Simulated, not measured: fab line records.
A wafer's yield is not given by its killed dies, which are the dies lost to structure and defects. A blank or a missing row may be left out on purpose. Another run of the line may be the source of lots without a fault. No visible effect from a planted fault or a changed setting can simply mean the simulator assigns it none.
Struck lot and sound lot, side by side / flow nand-harc / 18 steps out of a route of 1159
Sound: the wafers L896.2, L896.4, L896.5. Struck: wafer L881.6. (L881.2, L881.4 of the same lot were not struck and are left out.) The cause comes at the end.
Order at every step that has rows: each side's tool, ch and its chambers, its first start. Under that, the readings that differ: sound wafers / struck wafers / difference of the means / sigmas: that difference in standard deviations of wafers without a fault.
alike: a reading whose means differ by less than 2 such deviations, as well as words and numbers matching on both sides. not compared: withheld readings; readings where some wafer has no value; bounds like >300 that might hide an equal value; numbers whose values overlap and for which the record gives no deviation.
Wherever a step has rows on one side only, a row that says differs or no value, or a row with sigmas, the two part there. Numbers that have no deviation but don't overlap get no sigmas and don't part them. A reading that every wafer of one side lacks parts them only if that side has two wafers or more.

NHARC_A_SGD_CUT_CD_MEAS_09 targets a cd of 100 nm.
  sound on cd-sem-03 ch 0, day 18 17:26; struck on cd-sem-01 ch 0, day 16 02:46
reading=cd-nm (nm); sound=99.2 101.6 101.4; struck=99.1; difference=-1.6; sigmas=-2
NHARC_A_SGD_CUT_OVL_MEAS_10:
  sound on overlay-01 at day 18 17:32; struck on overlay-01 at day 16 02:52
  alike: overlay-x-nm, overlay-y-nm
NHARC_A_SGD_CUT_INSPECT_11:
  sound on defect-inspect-01 at day 18 17:34; struck on defect-inspect-02 at day 16 02:54
  alike: raw-defect-count
NHARC_A_SGD_CUT_DESCUM_14: chemistry O2, time 3 s.
  sound on rie-diel-11 ch 1,3, day 18 17:38; struck on rie-diel-11 ch 0, day 16 02:58
  alike: drypump-motor-current-A, oes-product-au, rf-vpp-V, showerhead-plenum-p-Torr, throttle-valve-pct
  not compared: rf-hours-counter-h
NHARC_A_SGD_CUT_ETCH_58: etches the open film in CF4, target depth 39 nm, time 65 s.
  sound on rie-diel-11 ch 0,1,3, day 18 17:43; struck on rie-diel-11 ch 3, day 16 03:03
reading=throttle-valve-pct (%); sound=13.281 13.288 13.267; struck=13.300; difference=+0.021; sigmas=+2
  alike: drypump-motor-current-A, oes-product-au, rf-vpp-V, showerhead-plenum-p-Torr
  not compared: rf-hours-counter-h
NHARC_A_SGD_CUT_ETCH_59: etches the open film in N2/H2, target depth 260 nm, time 406.25 s.
  sound: rie-diel-11 ch 0,1; struck: rie-diel-11 ch 3
  alike: drypump-motor-current-A, oes-product-au, rf-vpp-V, showerhead-plenum-p-Torr, throttle-valve-pct
  not compared: rf-hours-counter-h
NHARC_A_SGD_CUT_ETCH_15: etches the open film in CH3F/O2, target depth 75 nm, time 64.3 s.
  sound: rie-diel-11 ch 0,3; struck: rie-diel-11 ch 3
  alike: drypump-motor-current-A, oes-product-au, rf-vpp-V, showerhead-plenum-p-Torr, throttle-valve-pct
  not compared: rf-hours-counter-h
NHARC_A_SGD_CUT_ETCH_16: etches the open film in C4F8/O2/Ar, target depth 310.5 nm, time 155.2 s.
  sound: rie-diel-11 ch 0,1,2; struck: rie-diel-11 ch 2
reading=oes-product-au (a.u.); sound=0.937 0.931 0.929; struck=0.972; difference=+0.040; sigmas=+2
  alike: rf-vpp-V
  not compared: rf-hours-counter-h
then, 4 steps without rows for these wafers: NHARC_A_SGD_CUT_STRIP_60 (strips in C4F8/O2/Ar); NHARC_A_SGD_CUT_STRIP_17 (strips in O2); NHARC_A_SGD_CUT_PRECLEAN_18 (cleans in SC1); NHARC_A_SGD_CUT_SRD_19.
NHARC_A_SGD_CUT_DEP_20: deposits SiO2, target thk 150 nm.
  sound on fcvd-01 ch 0,1, day 18 18:47; struck on fcvd-02 ch 0,1, day 16 04:06
then, 1 step without rows for these wafers: NHARC_A_SGD_CUT_ANNEAL_27 (time 1800 s).
NHARC_A_SGD_CUT_CMP_21: polishes, target thk 148.19 nm.
  sound on cmp-02 ch 0,1,3, day 19 05:19; struck on cmp-01 ch 0, day 16 08:26
reading=time-to-endpoint-s (s); sound=43 47 52; struck=20; difference=-27; sigmas=-7
  alike: motor-current-A, retaining-ring-pressure-frac
  not compared: pad-life-wafers
NHARC_A_SGD_CUT_THK_MEAS_22: measures by ellipsometry.
  sound on film-metro-01 at day 19 05:33; struck on film-metro-02 at day 16 08:40
reading=thk-nm (nm); sound=145.6 148.6 147.0; struck=49.0; difference=-98.1; sigmas=-58
following that, these wafers have no rows for 1 step: NHARC_A_SGD_CUT_SRD_23.
-- the record jumps here: 6 days lie between the struck wafers' starts before and after (it left off in module A_SGD_CUT and takes up again in module END, whose first step shown is number 1159 of the route) --
NHARC_END_SORT_01:
  the record has rows for the struck wafers here (prober-02 ch 0, day 22 05:13) and none for the sound ones

== WHERE THEY PART ==
Earliest at NHARC_A_SGD_CUT_CD_MEAS_09; latest, in this record, at NHARC_END_SORT_01.

WHY: the cause the simulator had injected
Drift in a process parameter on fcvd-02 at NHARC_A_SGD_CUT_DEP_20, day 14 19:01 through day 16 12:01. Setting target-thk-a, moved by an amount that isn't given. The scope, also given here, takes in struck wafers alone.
